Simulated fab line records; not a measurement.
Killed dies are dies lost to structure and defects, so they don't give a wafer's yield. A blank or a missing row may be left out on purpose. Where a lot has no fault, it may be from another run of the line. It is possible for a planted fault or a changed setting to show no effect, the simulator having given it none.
Chamber matching :: flow nand_harc :: pecvd-01 running NHARC_A_CHANNEL_HOLE_D2_DEP_01: 3 sister chambers
The step deposits SiON, target thk 140 nm. 3 wafers are shown with their chamber, then 8 later ones without.

WAFERS, EACH WITH ITS CHAMBER
wafer: L086.5
chamber: 1
heater_power_w (W): 838

wafer: L088.4
chamber: 0
heater_power_w (W): 660

wafer: L089.1
chamber: 2
heater_power_w (W): 796

WAFERS WITHOUT THEIR CHAMBER
wafer: L089.4
heater_power_w (W): 685

wafer: L089.6
heater_power_w (W): 786

wafer: L091.1
heater_power_w (W): 706

wafer: L091.4
heater_power_w (W): 837

wafer: L091.6
heater_power_w (W): 680

wafer: L096.2
heater_power_w (W): 804

wafer: L096.4
heater_power_w (W): 845

wafer: L096.6
heater_power_w (W): 823

WHICH CHAMBER EACH WENT THROUGH
wafer: L089.4
from the rows above: 0
in truth: 0

wafer: L089.6
from the rows above: can't be placed: 2 or 1
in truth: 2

wafer: L091.1
from the rows above: 0
in truth: 0

wafer: L091.4
from the rows above: can't be placed: 1 or 2
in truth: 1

wafer: L091.6
from the rows above: 0
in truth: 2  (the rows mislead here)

wafer: L096.2
from the rows above: can't be placed: 2 or 1
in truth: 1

wafer: L096.4
from the rows above: can't be placed: 1 or 2
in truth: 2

wafer: L096.6
from the rows above: can't be placed: 1 or 2
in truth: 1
2 of 8 placed correctly. Can't be placed from these rows: 5 (the true chamber is among the candidates in 5). Number placed wrongly: 1.
How it was worked out, from the rows above alone: a wafer's distance from a chamber is the root of the sum, over the readings, of the square of ((its reading less the chamber's mean) divided by the reading's scatter). The wafer belongs to the nearest chamber; if the next one is less than 2 further off, it can't be placed. Each chamber's mean is taken over the wafers shown for it. The scatter: with one shown wafer a chamber, the root of the mean of the squares of how far each hidden wafer lies from its nearest shown one.
